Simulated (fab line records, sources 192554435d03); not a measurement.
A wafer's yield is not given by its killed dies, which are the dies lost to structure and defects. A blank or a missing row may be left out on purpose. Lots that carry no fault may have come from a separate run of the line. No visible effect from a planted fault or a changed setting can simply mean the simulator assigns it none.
Comparing a struck lot with a sound one    flow n5Finfet    15 out of 1938 route steps
Sound: the wafers L363.1, L363.3, L363.4. Struck: wafer L380.1; the same lot's L380.3 was not struck, so it is left out; see the end for the cause.
Per side, at each step with rows, come the tool, then ch with its chambers, and then its first start. Under that, the readings that differ: sound wafers    struck wafers    difference of the means    sigmas: that difference in standard deviations of wafers without a fault.
alike: same words and numbers on both sides, and readings whose means sit less than 2 such deviations apart. not compared: any withheld reading, any reading some wafer has no value for, any bound like >300 that may hide the same value, and any number with overlapping values for which the record gives no deviation.
A row with sigmas, a row that says differs or no value, or rows on one side alone: a step with any of these is where the two part. Non-overlapping numbers with no deviation appear without sigmas and do not part them. A reading that every wafer of one side lacks parts them only if that side has two wafers or more.

first, 7 steps without rows for these wafers: N5_BEOL_M12_COAT_22 (resist thk 300 nm); N5_BEOL_M12_EBR_24; N5_BEOL_M12_SOFTBAKE_23 (time 60 s); N5_BEOL_M12_EXPOSE_25 (exposes mask M12); N5_BEOL_M12_PEB_26 (peb time 90 s); N5_BEOL_M12_DEVELOP_27 (develop time 45 s); N5_BEOL_M12_HARDBAKE_32 (time 120 s).
N5_BEOL_M12_CD_MEAS_28: target cd 160.2 nm.
  sound on cdSem-02 ch 0, day 11 08:52; struck on cdSem-03 ch 0, day 15 20:14
  alike: cdNm
N5_BEOL_M12_OVL_MEAS_29:
  sound on overlay-02 ch 0, day 11 08:54; struck on overlay-01 ch 0, day 15 20:16
  alike: M12_OVL
N5_BEOL_M12_INSPECT_30: inspects for defects (macro).
  sound on defectInspect-02, day 11 08:56; struck on defectInspect-02, day 15 20:17
  alike: rawDefectCount
N5_BEOL_M12_DESCUM_33: chemistry O2, time 7.9 s.
  sound on rieDiel-05 ch 0,1,3, day 11 08:58; struck on rieDiel-01 ch 3, day 15 20:50
  alike: drypumpMotorCurrentA, oesProductAu, rfVppV, showerheadPlenumPTorr, throttleValvePct
  not compared: rfHoursCounterH
N5_BEOL_M12_ETCH_67: etches SiARC in CF4, target depth 143 nm, time 238.3 s.
  sound on rieDiel-05 ch 0,1,3, day 11 08:59; struck on rieDiel-01 ch 3, day 15 20:52
  alike: drypumpMotorCurrentA, etchRfOnTimeS, mfcArSccm, oesProductAu, rfVppV, showerheadPlenumPTorr, throttleValvePct
  not compared: rfHoursCounterH
N5_BEOL_M12_ETCH_68: etches SOC in N2/H2, time 285 s.
  sound on rieDiel-05 ch 0,1,3, day 11 09:08; struck on rieDiel-01 ch 3, day 15 21:01
reading                                     sound              struck  difference  sigmas
throttleValvePct (%)                        18.03 18.00 17.97  17.41   -0.59       -3
model.SiARC_of_BEOL_M12_COAT_66.thkNm (nm)  86.4 86.6 86       77.2    -9.1        
  alike: drypumpMotorCurrentA, oesProductAu, rfVppV, showerheadPlenumPTorr
  not compared: rfHoursCounterH
then, 1 step without rows for these wafers: N5_BEOL_M12_STRIP_69 (strips in N2/H2).
N5_PASSIVATION_PROBE_49:
  sound on prober-01, day 13 08:47; struck on prober-01, day 17 15:35
reading             sound     struck  difference  sigmas
killed_at_M0_to_M3  32 33 29  62      +31         +3
killed_at_M4_up     12 6 14   24      +13         +3
killedOpen          49 64 65  86      +27         +2
  alike: defectLimitedYield, killedAtContacts, killedAtFrontEnd, killedAtOther, killedDies, killedShort, sort_bin_5_function, sort_bin_6_memory, sortNPass, sortYieldPct

WHERE THEY PART
At N5_BEOL_M12_ETCH_68 first; at N5_PASSIVATION_PROBE_49 last (within this record only).

WHY: what had been put in by the simulator
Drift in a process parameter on rieDiel-01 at N5_BEOL_M12_ETCH_68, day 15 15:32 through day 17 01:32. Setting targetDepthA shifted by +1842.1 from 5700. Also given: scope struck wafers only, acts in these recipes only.
